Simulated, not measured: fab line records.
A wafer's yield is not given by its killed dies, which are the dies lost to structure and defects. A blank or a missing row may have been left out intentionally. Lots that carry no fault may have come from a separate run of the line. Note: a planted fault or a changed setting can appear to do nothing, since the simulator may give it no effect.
fab line records ; flow nand-harc
record: lots: 11; wafers: 32; last-day: 33
route steps=1302 shown A_STAIRCASE@881 A_SGD_CUT@904 END@1302
lots with no fault: from the same line, run without faults
start-h: hours from the record's first day to the start of the lot's first wafer shown ; wait-h: time in hours since the lot's previous step ; " as in the row above ; L1.1+2: several wafers, shown together as one row ; - either no value or no given start ; * or withheld: withheld ; < > ~ a bound
route shown NAME@n: a module of which the file shows steps, and the number in the route of the first ; usual: average and standard deviation across the fault-free wafers ; same: alike in all rows ; chamber/n: place in a boat ; sites: per-site readings ; _std_site: their standard deviation ; _edge_site: the outer-site mean with the inner-site mean subtracted ; radius-mm: for every site, how far away it sits from the centre of the wafer ; mask NAME#n: copy n ; behind: the most recent tool/chamber to have shaped the wafer ; hold: reason for holding the lot/hours on hold/outcome of the hold ; device: the n, p or np transistor that did not switch ; end of line: the tests these same wafers got at the end of their route ; for a step that has no rows: nothing shown but its recipe ; killed: dies that structure and defects cost at the first sort, which is not the same as the wafer's yield ; map: dies across one wafer; x = killed, . = not, _ = none there
set.NAME: the setting the step ran with; set.NAME@STEP: the setting that earlier step ran with ; model.NAME: the simulator's own value behind a step, which no gauge read
one table for each step of the route and one row for each wafer, over a sample of lots
services: a tool's chamber out of use, with start hour (start-h, from the record's first day; less than 0 if before it), hours out, and reason
== steps ==
step: NHARC_A_STAIRCASE_ETCHBACK_422
recipe: target-depth-a: 400; over-etch-frac: 0.3; time-s: 74.286; ion-energy-ev: 120; ch3f-flow-sccm: 50; o2-flow-sccm: 30; ar-flow-sccm: 200; rf-w: 500; bias-w: 100; chemistry: CH3F/O2
usual: bias-w: 100.00/0.29; chamber-pressure-mTorr: 24.999/0.022; drypump-motor-current-A: 5.7/0.49; oes-product-au: 0.97/0.04; rf-vpp-V: 244.3/2.2; showerhead-plenum-p-Torr: 2.46/0.14; throttle-valve-pct: 20.663/0.009
lot.wafer;tool;chamber;start-h;wait-h;bias-w;chamber-pressure-mTorr;drypump-motor-current-A;oes-product-au;rf-hours-counter-h;rf-vpp-V;showerhead-plenum-p-Torr;throttle-valve-pct
L406.2;rie-diel-09;0;435.00;0.1;99.63;25.023;5.9;0.93;33;248.5;2.63;20.665
L406.6;rie-diel-09;0;435.00;0.1;99.96;24.990;5.9;0.93;-;245.6;2.63;20.673
L406.5;rie-diel-09;1;435.00;0.1;99.85;24.990;6.3;0.93;-;247.5;2.60;20.666
L408.1;rie-diel-06;2;455.03;0.1;100.22;25.028;4.9;0.93;51;243.8;2.41;20.661
L408.2;rie-diel-06;0;455.03;0.1;100.11;25.010;5.3;0.92;44;243.3;2.33;20.677
L408.6;rie-diel-06;3;455.03;0.1;99.35;24.991;5.4;0.92;-;242.1;2.29;20.668
L416.2;rie-diel-06;3;526.95;0.2;100.09;24.981;5.4;1.00;16;242.8;2.29;20.676
L416.5;rie-diel-06;3;526.95;0.2;100.24;25.046;5.4;0.99;-;242.8;2.29;20.668
L417.1;rie-diel-09;0;546.50;0.2;99.99;25.008;5.9;0.98;15;245.9;2.61;20.662
L417.3;rie-diel-09;2;546.50;0.2;100.12;25.013;5.6;0.97;16;241.8;2.28;20.659
L417.6;rie-diel-09;0;546.50;0.2;99.73;25.015;5.9;0.98;-;246.3;2.61;20.653
L418.1;rie-diel-09;0;553.61;0.2;99.70;24.988;5.9;1.01;16;245.1;2.61;20.654
L418.3;rie-diel-09;1;553.61;0.2;99.72;25.011;6.3;1.00;14;246.7;2.59;20.648
L418.5;rie-diel-09;2;553.61;0.2;99.78;24.975;5.6;0.99;-;242.0;2.28;20.653
L419.4;rie-diel-09;2;572.07;0.2;99.95;24.989;5.6;1.01;21;242.6;2.28;20.665
L419.1;rie-diel-09;0;572.07;0.2;100.20;24.979;5.9;1.01;22;247.1;2.61;20.658
L419.6;rie-diel-09;2;572.07;0.2;100.26;25.005;5.6;0.99;-;243.3;2.28;20.676
L421.4;rie-diel-09;3;581.06;0.1;99.50;24.988;6.3;0.92;30;246.7;2.60;20.655
L421.1;rie-diel-09;2;581.06;0.1;100.13;25.015;5.6;0.92;25;241.7;2.28;20.649
L421.5;rie-diel-09;0;581.06;0.1;100.17;24.991;5.9;0.94;-;247.7;2.61;20.666
L423.4;rie-diel-06;3;595.18;0.1;99.95;24.977;5.4;0.93;35;240.7;2.28;20.675
L423.2;rie-diel-06;1;595.18;0.1;100.08;25.013;5.2;0.92;39;247.7;2.60;20.653
L423.6;rie-diel-06;0;595.18;0.1;99.86;25.002;5.4;0.93;-;241.0;2.32;20.658
L428.3;rie-diel-12;0;649.28;0.1;99.55;25.005;6.3;1.02;6;244.5;2.48;20.649
L428.1;rie-diel-12;2;649.28;0.1;99.62;24.996;5.5;1.01;9;240.4;2.30;20.670
L428.5;rie-diel-12;3;649.28;0.1;99.68;25.046;5.9;1.02;-;245.9;2.64;20.662
L426.1;rie-diel-09;3;649.59;0.2;99.98;25.028;6.3;0.92;57;247.4;2.59;20.655
L426.5;rie-diel-09;3;649.59;0.2;100.01;24.984;6.3;0.92;-;246.2;2.59;20.663
L426.4;rie-diel-09;1;649.59;0.2;100.08;25.014;6.3;0.91;-;245.6;2.58;20.635
L427.1;rie-diel-12;0;650.84;0.1;99.37;25.032;6.3;1.01;7;244.5;2.48;20.655
L427.6;rie-diel-12;3;650.84;0.1;99.90;24.999;5.9;1.03;-;246.8;2.64;20.650
L427.5;rie-diel-12;0;650.84;0.1;100.05;25.000;6.3;1.02;-;243.0;2.48;20.669
step: NHARC_A_STAIRCASE_DEP_471
recipe: target-thk-a: 1000; temp-c: 400; pressure-torr: 6.5; rf-w: 900; teos-flow-sccm: 161.4; flow-sccm: 2650; target-thk-nm: 100; gas: O2; material: SiO2
usual: heater-power-w: 553/100; throttle-valve-pct: 15.9/0.51
lot.wafer;tool;chamber;start-h;wait-h;heater-power-w;since-wet-clean-h;throttle-valve-pct
L406.2;pecvd-01;2;435.63;-;498;111;16.4
L406.6;pecvd-01;2;435.63;-;496;-;16.2
L406.5;pecvd-01;0;435.63;-;858;-;15.5
L408.2;pecvd-02;0;456.20;-;505;35;15.0
L408.1;pecvd-02;1;456.20;-;528;35;15.8
L408.6;pecvd-02;2;456.20;-;589;-;15.8
L416.2;pecvd-02;0;527.63;-;497;107;15.0
L416.5;pecvd-02;2;527.63;-;551;-;15.8
L417.3;pecvd-02;0;547.16;-;452;126;15.1
L417.1;pecvd-02;1;547.16;-;637;126;16.1
L417.6;pecvd-02;2;547.16;-;518;-;15.6
L418.3;pecvd-04;2;554.22;-;436;91;15.9
L418.1;pecvd-04;1;554.22;-;399;91;15.8
L418.5;pecvd-04;0;554.22;-;621;-;16.1
L419.1;pecvd-02;2;572.75;-;571;152;15.9
L419.4;pecvd-02;1;572.75;-;631;-;16.5
L419.6;pecvd-02;2;572.75;-;571;-;16.0
L421.1;pecvd-02;1;581.75;-;574;161;16.4
L421.5;pecvd-02;0;581.75;-;479;-;15.0
L421.4;pecvd-02;1;581.75;-;567;-;16.3
L423.2;pecvd-04;2;595.90;-;460;133;15.8
L423.6;pecvd-04;2;595.90;-;471;-;15.9
L423.4;pecvd-04;1;595.90;-;408;-;15.9
L428.1;pecvd-01;1;649.91;-;509;144;16.8
L428.3;pecvd-01;2;649.91;-;514;144;16.2
L428.5;pecvd-01;1;649.91;-;521;-;17.0
L426.1;pecvd-04;0;650.30;-;519;6;15.3
L426.5;pecvd-04;0;650.30;-;534;-;15.6
L426.4;pecvd-04;1;650.30;-;439;-;15.7
L427.1;pecvd-01;2;651.53;-;485;146;16.6
L427.6;pecvd-01;0;651.53;-;725;-;15.5
L427.5;pecvd-01;1;651.53;-;521;-;17.1
step: NHARC_A_SGD_CUT_DESCUM_14
recipe: time-s: 3; o2-flow-sccm: 200; ar-flow-sccm: 0; bias-power-w: 0; chemistry: O2
usual: chamber-pressure-mTorr: 60.01/0.11; drypump-motor-current-A: 5.7/0.43; oes-product-au: 1.000/0.0097; rf-vpp-V: 58.0/0.84; showerhead-plenum-p-Torr: 1.94/0.076; throttle-valve-pct: 11.311/0.0088
lot.wafer;tool;chamber;start-h;wait-h;chamber-pressure-mTorr;drypump-motor-current-A;oes-product-au;rf-hours-counter-h;rf-vpp-V;showerhead-plenum-p-Torr;throttle-valve-pct
L406.2;rie-diel-05;0;437.24;0.1;59.95;5.2;0.998;1;57.4;1.94;11.327
L406.6;rie-diel-05;3;437.24;0.1;60.08;6.0;1.011;-;57.5;1.99;11.320
L406.5;rie-diel-05;0;437.24;0.1;60.02;5.2;0.989;-;56.7;1.93;11.310
L408.1;rie-diel-07;0;457.76;0.1;59.97;5.9;0.990;6;58.9;1.83;11.327
L408.2;rie-diel-07;1;457.76;0.1;59.95;5.8;0.993;7;57.1;1.82;11.311
L408.6;rie-diel-07;2;457.76;0.1;60.01;6.5;1.002;-;57.3;1.94;11.314
L416.2;rie-diel-01;0;529.16;0.1;60.03;5.1;1.009;8;57.8;1.91;11.311
L416.5;rie-diel-01;0;529.16;0.1;59.89;5.2;1.006;-;57.9;1.91;11.325
L417.3;rie-diel-01;0;548.72;0.1;60.02;5.2;1.008;9;58.2;1.91;11.311
L417.1;rie-diel-01;3;548.72;0.1;59.94;5.9;0.999;11;58.9;1.94;11.302
L417.6;rie-diel-01;3;548.72;0.1;59.99;5.9;1.007;-;57.9;1.94;11.325
L418.1;rie-diel-05;2;555.81;0.1;59.94;6.4;0.984;12;57.3;1.84;11.302
L418.3;rie-diel-05;0;555.81;0.1;60.00;5.2;0.981;11;56.3;1.93;11.323
L418.5;rie-diel-05;3;555.81;0.1;60.10;6.0;1.010;-;58.0;1.98;11.291
L419.4;rie-diel-05;2;574.16;0.1;59.96;6.3;0.983;14;58.1;1.84;11.316
L419.1;rie-diel-05;3;574.16;0.1;60.01;6.1;1.017;12;57.4;1.98;11.306
L419.6;rie-diel-05;2;574.16;0.1;60.08;6.3;0.979;-;57.6;1.84;11.300
L421.1;rie-diel-07;2;583.25;0.1;60.00;6.5;0.997;5;58.2;1.94;11.314
L421.4;rie-diel-07;2;583.25;0.1;59.93;6.5;0.990;-;57.5;1.94;11.313
L421.5;rie-diel-07;1;583.25;0.1;59.96;5.7;1.003;-;56.7;1.81;11.313
L423.4;rie-diel-05;1;597.51;0.1;60.02;5.7;0.994;0;58.7;2.01;11.303
L423.2;rie-diel-05;3;597.51;0.1;59.96;6.0;1.019;0;59.5;1.98;11.318
L423.6;rie-diel-05;2;597.51;0.1;60.04;6.3;0.996;-;57.6;1.84;11.306
L428.3;rie-diel-01;2;651.51;0.1;59.99;5.6;1.005;5;59.0;2.00;11.304
L428.1;rie-diel-01;3;651.51;0.1;60.11;6.0;0.998;5;56.7;1.93;11.315
L428.5;rie-diel-01;1;651.51;0.1;59.98;5.3;1.007;-;58.4;2.05;11.317
L426.4;rie-diel-01;2;651.90;0.1;60.07;5.6;0.999;5;59.0;2.00;11.311
L426.1;rie-diel-01;1;651.90;0.1;59.88;5.3;1.006;5;56.9;2.05;11.323
L426.5;rie-diel-01;2;651.90;0.1;60.02;5.6;1.013;-;58.8;2.00;11.307
L427.1;rie-diel-01;3;652.97;0.1;60.01;6.0;0.989;6;58.0;1.93;11.301
L427.6;rie-diel-01;2;652.97;0.1;60.01;5.6;1.006;-;57.7;2.00;11.323
L427.5;rie-diel-01;3;652.97;0.1;60.02;6.0;0.984;-;58.2;1.93;11.305
step: NHARC_A_SGD_CUT_ETCH_59
recipe: target-depth-a: 2600; over-etch-frac: 0.25; time-s: 406.25; ion-energy-ev: 200; n2-flow-sccm: 150; h2-flow-sccm: 150; ar-flow-sccm: 0; rf-w: 400; bias-w: 150; chemistry: N2/H2
usual: bias-w: 149.9/0.44; chamber-pressure-mTorr: 30.00/0.031; drypump-motor-current-A: 5.8/0.42; oes-product-au: 1.000/0.01; rf-vpp-V: 431.2/2.3; showerhead-plenum-p-Torr: 2.06/0.081; throttle-valve-pct: 14.171/0.0095
lot.wafer;tool;chamber;start-h;wait-h;bias-w;chamber-pressure-mTorr;drypump-motor-current-A;oes-product-au;rf-hours-counter-h;rf-vpp-V;showerhead-plenum-p-Torr;throttle-valve-pct
L406.2;rie-diel-05;3;437.43;-;150.2;30.00;6.0;1.009;1;433.1;2.12;14.186
L406.5;rie-diel-05;2;437.43;-;150.4;29.99;6.4;0.990;-;428.5;1.96;14.159
L406.6;rie-diel-05;3;437.43;-;149.7;30.01;6.0;1.014;-;432.1;2.12;14.168
L408.2;rie-diel-07;3;457.92;-;149.5;29.99;6.3;0.997;7;426.1;1.92;14.187
L408.1;rie-diel-07;2;457.92;-;150.0;30.00;6.5;0.997;7;432.0;2.07;14.173
L408.6;rie-diel-07;3;457.92;-;149.5;29.95;6.3;1.013;-;426.6;1.92;14.171
L416.2;rie-diel-01;3;529.34;-;149.9;30.01;6.0;0.987;10;430.2;2.06;14.165
L416.5;rie-diel-01;3;529.34;-;150.2;29.98;6.0;0.831;-;432.2;2.06;14.168
L417.1;rie-diel-01;2;548.92;-;150.2;30.01;5.6;1.005;10;432.4;2.14;14.189
L417.3;rie-diel-01;0;548.92;-;150.1;30.04;5.1;0.842;10;431.5;2.04;14.179
L417.6;rie-diel-01;2;548.92;-;150.0;29.99;5.6;1.006;-;432.6;2.14;14.164
L418.3;rie-diel-05;2;556.02;-;149.0;29.96;6.4;0.976;12;429.6;1.96;14.162
L418.1;rie-diel-05;0;556.02;-;150.1;30.06;5.2;0.996;11;429.8;2.06;14.182
L418.5;rie-diel-05;1;556.02;-;149.2;29.99;5.7;0.991;-;433.9;2.14;14.178
L419.4;rie-diel-05;2;574.36;-;150.3;30.04;6.4;0.984;14;428.0;1.96;14.176
L419.1;rie-diel-05;3;574.36;-;149.9;29.98;6.0;1.011;12;432.4;2.12;14.172
L419.6;rie-diel-05;2;574.36;-;149.7;30.01;6.4;0.972;-;429.2;1.96;14.177
L421.1;rie-diel-07;2;583.45;-;150.6;29.98;6.5;0.996;5;432.0;2.07;14.175
L421.4;rie-diel-07;2;583.45;-;150.9;30.00;6.5;0.991;-;432.8;2.07;14.159
L421.5;rie-diel-07;3;583.45;-;150.2;30.02;6.3;1.009;-;427.1;1.92;14.189
L423.2;rie-diel-05;2;597.68;-;150.4;30.01;6.4;0.991;0;429.3;1.96;14.163
L423.4;rie-diel-05;1;597.68;-;149.7;29.97;5.7;0.989;0;432.0;2.14;14.161
L423.6;rie-diel-05;3;597.68;-;149.9;30.05;6.0;0.998;-;432.7;2.12;14.182
L428.3;rie-diel-01;2;651.68;-;150.4;29.98;5.6;0.998;5;433.9;2.13;14.186
L428.1;rie-diel-01;3;651.68;-;149.9;29.94;6.0;0.998;5;431.6;2.06;14.164
L428.5;rie-diel-01;3;651.68;-;149.3;29.98;6.0;1.000;-;431.4;2.06;14.166
L426.1;rie-diel-01;2;652.07;-;149.7;29.99;5.6;1.002;5;432.0;2.13;14.171
L426.4;rie-diel-01;3;652.07;-;150.1;30.01;6.0;0.988;6;430.9;2.06;14.170
L426.5;rie-diel-01;3;652.07;-;149.6;29.97;6.0;0.994;-;431.0;2.06;14.164
L427.1;rie-diel-01;0;653.17;-;150.2;30.05;5.1;1.000;6;431.0;2.04;14.171
L427.6;rie-diel-01;3;653.17;-;149.6;29.99;6.0;0.988;-;431.6;2.06;14.177
L427.5;rie-diel-01;0;653.17;-;150.1;29.95;5.2;1.009;-;431.6;2.04;14.160
step: NHARC_END_SORT_01
recipe: temp-c: 25
usual: killed-at-array: 55/22; killed-at-other: 1.1/1.4; killed-at-periphery: 4/3.2; killed-dies: 59/22; killed-open: 3.3/1.8; killed-short: 2.5/1.5
same: gross-dies: 677
lot.wafer;tool;chamber;start-h;wait-h;killed-at-array;killed-at-other;killed-at-periphery;killed-dies;killed-open;killed-short
L416.2;prober-02;0;653.87;2.8;40;0;8;48;4;6
L416.5;prober-02;0;656.26;3.7;669;1;6;676;6;3
L417.1;prober-01;0;679.40;2.5;19;2;11;32;3;6
L417.3;prober-01;0;681.00;3.1;671;0;6;677;1;0
L417.6;prober-01;0;683.41;4.0;28;3;7;38;4;3
L428.1;prober-02;0;776.59;2.5;18;1;1;20;3;1
L428.3;prober-02;0;778.17;3.1;23;3;3;29;3;2
L428.5;prober-02;0;779.76;3.7;22;0;0;22;0;3
killed by level:class
L416.2 A_CHANNEL_HOLE_D2:chamber-film-flake=19 A_CHANNEL_HOLE_D1:chamber-film-flake=6 A_STAIRCASE:chamber-film-flake=4 P_CONTACT:geometric-particle:short=2 A_CHANNEL_FILL_D2:geometric-particle:short=2 P_STI:chamber-film-flake=2 P_GATE:chamber-film-flake=2 P_M0:geometric-particle:open=1
L416.5 A_SGD_CUT:area-etch=629 A_CHANNEL_HOLE_D2:chamber-film-flake=21 A_CHANNEL_HOLE_D1:chamber-film-flake=5 A_CONTACT:chamber-film-flake=4 A_STAIRCASE:chamber-film-flake=3 P_CONTACT:geometric-particle:open=2 P_STI:chamber-film-flake=2 A_DECK1_JOINT:geometric-particle:open=1
L417.1 A_CHANNEL_HOLE_D1:chamber-film-flake=5 P_GATE:chamber-film-flake=4 A_CONTACT:chamber-film-flake=4 P_BONDPAD:chamber-film-flake=3 A_CHANNEL_HOLE_D2:chamber-film-flake=3 P_M1:geometric-particle:short=2 P_STI:geometric-particle:open=1 A_CHANNEL_FILL_D1:geometric-particle:short=1
L417.3 A_SGD_CUT:area-etch=657 A_CHANNEL_HOLE_D1:chamber-film-flake=6 P_BONDPAD:chamber-film-flake=5 A_CHANNEL_HOLE_D2:chamber-film-flake=2 A_CONTACT:chamber-film-flake=2 A_CHANNEL_FILL_D1:geometric-particle:open=1 P_GATE:chamber-film-flake=1 A_SLIT:chamber-film-flake=1
L417.6 A_CHANNEL_FILL_D2:chamber-film-flake=7 P_GATE:chamber-film-flake=4 A_CHANNEL_HOLE_D1:chamber-film-flake=4 A_CONTACT:chamber-film-flake=4 A_CHANNEL_HOLE_D2:chamber-film-flake=3 A_M0:geometric-particle:open=2 P_BONDPAD:chamber-film-flake=2 A_DECK1_JOINT:chamber-film-flake=2
L428.1 A_CONTACT:chamber-film-flake=9 A_SLIT:chamber-film-flake=2 P_GATE:geometric-particle:open=1 A_CHANNEL_HOLE_D2:geometric-particle:short=1 A_CHANNEL_FILL_D2:geometric-particle:open=1 A_M1:geometric-particle:open=1 A_ZERO_WELL:chamber-film-flake=1 A_CHANNEL_HOLE_D1:chamber-film-flake=1
L428.3 A_SLIT:chamber-film-flake=11 P_GATE:chamber-film-flake=3 THIN_TSV:chamber-film-flake=3 A_ZERO_WELL:chamber-film-flake=2 A_CONTACT:chamber-film-flake=2 A_CHANNEL_FILL_D1:geometric-particle:open=1 A_ONON_D2:geometric-particle:short=1 A_CONTACT:geometric-particle:short=1
L428.5 A_CONTACT:chamber-film-flake=9 A_SLIT:chamber-film-flake=6 A_CHANNEL_FILL_D2:geometric-particle:short=1 A_WL_FILL:geometric-particle:short=1 A_BLC:geometric-particle:short=1 A_CHANNEL_HOLE_D1:chamber-film-flake=1 A_CHANNEL_HOLE_D2:chamber-film-flake=1 A_WL_FILL:chamber-film-flake=1
== services ==
tool;chamber;start-h;hours;kind
pecvd-04;-;450.17;13.0;pm
rie-diel-07;-;471.25;9.0;pm
pecvd-01;-;492.80;13.0;pm
rie-diel-09;-;497.45;9.0;pm
rie-diel-07;3;506.26;65.0;repair
pecvd-04;-;530.24;1.7;repair
rie-diel-07;0;536.98;5.4;repair
rie-diel-07;2;544.57;20.0;repair
rie-diel-07;-;545.19;0.6;repair
rie-diel-01;1;546.57;4.1;repair
rie-diel-05;3;556.48;12.2;repair
rie-diel-01;-;557.80;9.0;pm
rie-diel-07;0;560.46;70.7;repair
pecvd-02;0;562.56;5.1;repair
rie-diel-05;-;583.79;9.0;pm
pecvd-01;-;588.60;0.9;repair
pecvd-02;-;589.00;13.0;pm
rie-diel-09;1;596.05;2.7;repair
rie-diel-05;2;602.87;7.9;repair
rie-diel-09;1;606.93;2.3;repair
rie-diel-09;0;617.80;40.5;repair
rie-diel-09;2;639.02;2.8;repair
rie-diel-07;-;648.25;9.0;pm
pecvd-02;2;652.37;6.6;repair
== key ==
first-sign: step: NHARC_A_SGD_CUT_ETCH_59; reading: oes-product-au; direction: down; sigmas: 16; usual: 1.000; struck: 0.837
effect: step: NHARC_END_SORT_01; reading: killed-dies; direction: up; sigmas: 28; usual: 59; struck: 676
more-kills-born-at: NHARC_A_SGD_CUT_ETCH_59@rie-diel-01: 1286
met-at NHARC_A_SGD_CUT_ETCH_59
struck-lots L416,L417
struck-wafers L416.5,L417.3
later-rows-left-out L416.5,L417.3
tester-left-out L416,L417
not-acting-at NHARC_A_STAIRCASE_ETCHBACK_422,NHARC_A_STAIRCASE_DEP_471,NHARC_A_SGD_CUT_DESCUM_14
fault: kind: process-parameter-drift; tool: rie-diel-01; chamber: -; onset-h: 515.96; steps: NHARC_A_SGD_CUT_ETCH_59; channel: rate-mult; offset: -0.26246; shape: step; end-h: 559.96; scope: struck-wafers-only
tester-left-out: of these lots the tester's yield and bins aren't shown, on N5 and GAA mostly nor the transistor test; their killed dies are dies lost to structure and defects alone, not to doping, threshold or leakage, so they don't give the yield
later-rows-left-out: the simulator's readings of these wafers behind a module that went badly wrong aren't trusted and aren't shown, but for the sort
